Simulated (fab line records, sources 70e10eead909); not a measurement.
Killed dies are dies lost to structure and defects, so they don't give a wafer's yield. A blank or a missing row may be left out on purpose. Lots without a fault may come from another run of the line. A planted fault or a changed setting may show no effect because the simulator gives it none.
fab line records | flow nand_harc
record lots=8 wafers=22 last_day=25
route steps=1159 shown P_GATE@215 P_CONTACT@238 END@1159
lots that met no fault: from a run of the same line without faults
start_h: hours from the record's first day to the start of the lot's first wafer shown | wait_h: hours since the lot's step before | " the same as in the row above | L1.1+2: a row that stands for several wafers | - no value, or no start given | * or withheld: withheld | < > ~ a bound
route shown NAME@n: a module of which the file shows steps, and the number in the route of the first | usual: mean/standard deviation of fault-free wafers | same: alike in all rows | chamber/n: place in a boat | sites: the reading at each site | _std_site: their standard deviation | _edge_site: outer sites' mean less inner sites' | radius_mm: how far each site lies from the wafer's centre | mask NAME#n: copy n | behind: the tool/chamber that last shaped the wafer | hold: why the lot was held/for how many hours/how that ended | device: the transistor (n, p or np) that didn't switch | end of line: the same wafers' tests at the end of the route | a step without rows: its recipe alone | killed: dies lost to structure and defects at the first sort, not the wafer's yield | map: a wafer's dies, x killed, . not, _ none there
set.NAME: the setting as run; set.NAME@STEP: as run at that earlier step | model.NAME: the simulator's own value behind a step, which no gauge read
steps of the route over a sample of lots; a table a step, a row a wafer
services: from which hour (start_h, from the record's first day; less than 0 if before it) a tool's chamber was out of use, for how many hours, and why
## steps
# step NHARC_P_GATE_RTA_82
# recipe temp_c=450 time_s=30
# usual lamp_power_pct=4.56/0.11 lamp_zone_5_pct=4.58/0.11 lamp_zone_7_pct=4.80/0.12 wafer_temp_C_max=452.0/0.47
# columns lot.wafer tool chamber start_h wait_h lamp_power_pct lamp_zone_5_pct lamp_zone_7_pct wafer_temp_C_max
L372.4 rtp_anneal-02 0 190.89 - 4.66 4.69 4.91 452.5
L372.5 " 0 " " 4.67 4.69 4.91 451.9
L372.6 " 0 " " 4.66 4.68 4.91 451.5
L369.2 rtp_anneal-01 0 191.94 - 4.44 4.45 4.68 451.7
L370.1 rtp_anneal-02 0 193.29 - 4.66 4.69 4.92 452.1
L370.4 " 0 " " 4.66 4.68 4.91 451.7
L370.5 " 0 " " 4.66 4.68 4.91 451.4
L371.1 rtp_anneal-01 0 197.33 - 4.44 4.45 4.68 451.3
L371.2 " 0 " " 4.43 4.46 4.68 451.6
L371.4 " 0 " " 4.44 4.45 4.68 451.4
L373.1 rtp_anneal-01 0 200.58 - 4.44 4.46 4.68 451.7
L373.2 " 0 " " 4.44 4.45 4.67 451.8
L373.5 " 0 " " 4.44 4.45 4.68 452.3
L374.1 rtp_anneal-01 0 204.97 - 4.45 4.45 4.68 451.2
L374.2 " 0 " " 4.43 4.46 4.68 451.2
L374.4 " 0 " " 4.44 4.47 4.68 451.7
L379.3 rtp_anneal-01 0 227.91 - 4.44 4.46 4.68 451.7
L379.5 " 0 " " 4.44 4.46 4.68 451.7
L379.6 " 0 " " 4.43 4.45 4.66 451.2
L381.1 rtp_anneal-01 0 251.66 - 4.44 4.46 4.68 452.1
L381.2 " 0 " " 4.44 4.46 4.68 451.8
L381.4 " 0 " " 4.45 4.45 4.68 452.0
# step NHARC_P_CONTACT_ETCH_18
# recipe target_depth_a=4810 time_s=240.5 c4f8_flow_sccm=20 o2_flow_sccm=10 ar_flow_sccm=withheld rf_w=600 bias_w=1500 chemistry=C4F8/O2/Ar
# usual oes_product_au=0.960/0.016 rf_vpp_V=979/5.4
# columns lot.wafer tool chamber start_h wait_h oes_product_au rf_hours_counter_h rf_vpp_V
L372.4 rie_diel-06 0 - - 0.953 10 983
L372.5 " 3 " " 0.975 - 981
L372.6 " 0 " " 0.954 - 983
L369.2 rie_diel-06 0 - - 0.971 11 983
L370.1 rie_diel-05 1 - - 0.977 2 982
L370.4 " 3 " " 0.976 2 977
L370.5 " 1 " " 0.987 - 982
L371.4 rie_diel-05 1 - - 0.956 3 984
L371.2 " 2 " " 0.937 2 971
L371.1 " 3 " " 0.950 2 978
L373.1 rie_diel-05 2 - - 0.960 3 972
L373.2 " 0 " " 0.966 2 972
L373.5 " 2 " " 0.978 - 973
L374.2 rie_diel-05 1 - - 0.994 4 984
L374.4 " 2 " " 0.978 3 973
L374.1 " 0 " " 0.950 3 972
L379.3 rie_diel-05 3 - - 0.952 5 979
L379.6 " 0 " " 0.959 - 973
L379.5 " 1 " " 0.973 - 983
L381.2 rie_diel-06 0 - - 0.978 1 981
L381.1 " 1 " " 0.971 1 973
L381.4 " 3 " " 0.977 1 983
# step NHARC_P_CONTACT_STRIP_28
# recipe o2_flow_sccm=500 ar_flow_sccm=0 bias_w=0 chemistry=O2
# usual drypump_motor_current_A=5.9/0.58 oes_product_au=0.999/0.0088 rf_vpp_V=57.8/0.81 showerhead_plenum_p_Torr=3.57/0.12 throttle_valve_pct=17.037/0.0097
# columns lot.wafer tool chamber start_h wait_h drypump_motor_current_A oes_product_au rf_hours_counter_h rf_vpp_V showerhead_plenum_p_Torr throttle_valve_pct
L372.4 rie_diel-05 3 193.75 0.1 6.5 1.008 2 58.2 3.54 17.047
L372.5 " 3 " " 6.4 1.007 - 57.7 3.54 17.032
L372.6 " 0 " " 4.7 0.993 - 56.4 3.36 17.036
L369.2 rie_diel-05 3 194.87 0.1 6.4 0.992 2 56.7 3.54 17.053
L370.1 rie_diel-06 1 196.78 0.1 6.4 0.999 12 57.0 3.37 17.041
L370.4 " 3 " " 6.4 0.996 11 59.0 3.64 17.046
L370.5 " 2 " " 5.5 0.988 - 58.2 3.69 17.031
L371.1 rie_diel-06 0 200.27 0.1 6.6 1.004 11 59.1 3.66 17.041
L371.2 " 1 " " 6.3 1.007 13 57.3 3.37 17.037
L371.4 " 2 " " 5.5 0.998 13 58.6 3.69 17.015
L373.2 rie_diel-06 1 203.52 0.1 6.3 1.001 13 57.7 3.37 17.032
L373.1 " 0 " " 6.5 0.988 11 58.1 3.66 17.026
L373.5 " 3 " " 6.4 0.995 - 57.0 3.64 17.042
L374.4 rie_diel-11 1 207.80 0.1 5.9 1.011 3 58.1 3.58 17.042
L374.2 " 2 " " 5.4 1.002 2 57.7 3.69 17.043
L374.1 " 3 " " 5.5 1.004 2 57.9 3.60 17.045
L379.3 rie_diel-11 1 231.53 0.1 5.8 0.982 11 58.2 3.58 17.030
L379.6 " 2 " " 5.4 0.993 - 58.1 3.69 17.041
L379.5 " 3 " " 5.5 0.981 - 57.5 3.59 17.032
L381.4 rie_diel-11 0 254.62 0.1 6.1 0.996 13 58.1 3.57 17.041
L381.1 " 1 " " 5.8 0.998 22 57.9 3.57 17.031
L381.2 " 2 " " 5.4 1.008 21 58.2 3.68 17.043
# step NHARC_P_CONTACT_ALD_22
# recipe target_thk_a=30 pulse_time_s=1 ald_cycles=150 temp_c=450 material=TiN
# usual heater_power_outer_w=695/69 heater_power_w=1113/89 precursor_pulse_height_rel=1.001/0.018 susceptor_temp_C=450.01/0.25
# columns lot.wafer tool chamber start_h wait_h heater_power_outer_w heater_power_w precursor_pulse_height_rel susceptor_temp_C
L372.4 ald_metal-04 0 194.67 - 617 1000 0.988 450.05
L372.6 " 0 " " 605 1038 0.996 449.95
L372.5 " 1 " " 737 1205 0.945 449.94
L369.2 ald_metal-03 0 195.77 - 774 1186 1.021 450.07
L370.1 ald_metal-02 0 197.66 - 590 1135 0.997 450.18
L370.4 " 0 " " 598 1093 1.016 450.04
L370.5 " 2 " " 681 949 1.018 449.97
L371.2 ald_metal-02 0 201.15 - 599 1095 1.031 450.51
L371.1 " 2 " " 677 950 1.009 449.67
L371.4 " 2 " " 672 942 1.000 450.14
L373.1 ald_metal-04 3 204.45 - 766 1146 1.022 449.70
L373.2 " 1 " " 740 1193 1.000 450.37
L373.5 " 2 " " 641 1007 1.007 449.89
L374.2 ald_metal-02 3 208.67 - 680 1093 1.023 450.17
L374.1 " 0 " " 618 1123 0.988 450.01
L374.4 " 0 " " 600 1096 0.953 449.95
L379.3 ald_metal-02 0 232.46 - 591 1112 0.980 449.82
L379.5 " 1 " " 623 989 0.990 449.81
L379.6 " 2 " " 658 981 1.011 449.74
L381.2 ald_metal-02 0 255.51 - 617 1118 1.011 449.77
L381.4 " 2 " " 682 968 1.005 449.93
L381.1 " 3 " " 667 1133 0.969 449.74
# step NHARC_END_SORT_01
# recipe temp_c=25
# usual killed_at_array=28/11 killed_at_other=0.5/0.85 killed_at_periphery=2.7/1.9 killed_dies=32/12 killed_open=3.3/1.6 killed_short=2.1/1.5
# same gross_dies=677
# columns lot.wafer tool chamber start_h wait_h killed_at_array killed_at_other killed_at_periphery killed_dies killed_open killed_short
L369.2 prober-02 0 538.91 2.8 19 1 77 97 1 1
# killed by level:class
L369.2 P_CONTACT:unspecified=77 A_SLIT:chamber_film_flake=5 A_CHANNEL_HOLE_D1:chamber_film_flake=4 A_ZERO_WELL:chamber_film_flake=3 A_WL_FILL:chamber_film_flake=3 A_CHANNEL_FILL_D1:geometric_particle:open=1 A_CHANNEL_FILL_D1:geometric_particle:short=1 THIN_TSV:chamber_film_flake=1
## services
# columns tool chamber start_h hours kind
rie_diel-05 0 172.61 - clean
rie_diel-05 1 172.61 - clean
rie_diel-05 2 172.61 - clean
rie_diel-05 3 172.61 - clean
ald_metal-04 - 177.79 1.5 repair
ald_metal-02 1 178.40 30.5 repair
ald_metal-03 1 181.18 3.0 repair
ald_metal-02 0 182.67 14.0 repair
ald_metal-03 - 184.31 1.7 repair
ald_metal-02 - 186.00 10.0 pm
rie_diel-11 2 188.43 10.9 repair
rie_diel-11 - 191.53 9.0 pm
rie_diel-05 0 197.12 - clean
rie_diel-05 1 197.12 - clean
rie_diel-05 2 197.12 - clean
rie_diel-05 3 197.12 - clean
rie_diel-06 2 201.29 9.5 repair
ald_metal-02 - 203.36 0.8 repair
ald_metal-02 2 217.82 8.0 repair
rie_diel-05 0 221.62 - clean
rie_diel-11 0 223.77 14.4 repair
ald_metal-04 - 228.00 10.0 pm
rie_diel-06 - 241.34 9.0 pm
ald_metal-03 3 250.79 34.5 repair
## key
first_sign step=NHARC_END_SORT_01 reading=killed_at_periphery direction=up sigmas=39 usual=2.7 struck=77
effect step=NHARC_END_SORT_01 reading=killed_dies direction=up sigmas=5.6 usual=32 struck=97
more_kills_born_at NHARC_P_CONTACT_ALD_22@ald_metal-03=77
met_at NHARC_P_CONTACT_ALD_22
struck_lots L369
struck_wafers L369.2
tester_left_out L369
not_acting_at NHARC_P_GATE_RTA_82,NHARC_P_CONTACT_ETCH_18,NHARC_P_CONTACT_STRIP_28
fault kind=chamber_particle_source tool=ald_metal-03 chamber=0 onset_h=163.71 steps=NHARC_P_CONTACT_ALD_22 rate_per_visit_cm2=1.0934 end_h=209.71
# tester_left_out: of these lots the tester's yield and bins aren't shown, on N5 and GAA mostly nor the transistor test; their killed dies are dies lost to structure and defects alone, not to doping, threshold or leakage, so they don't give the yield
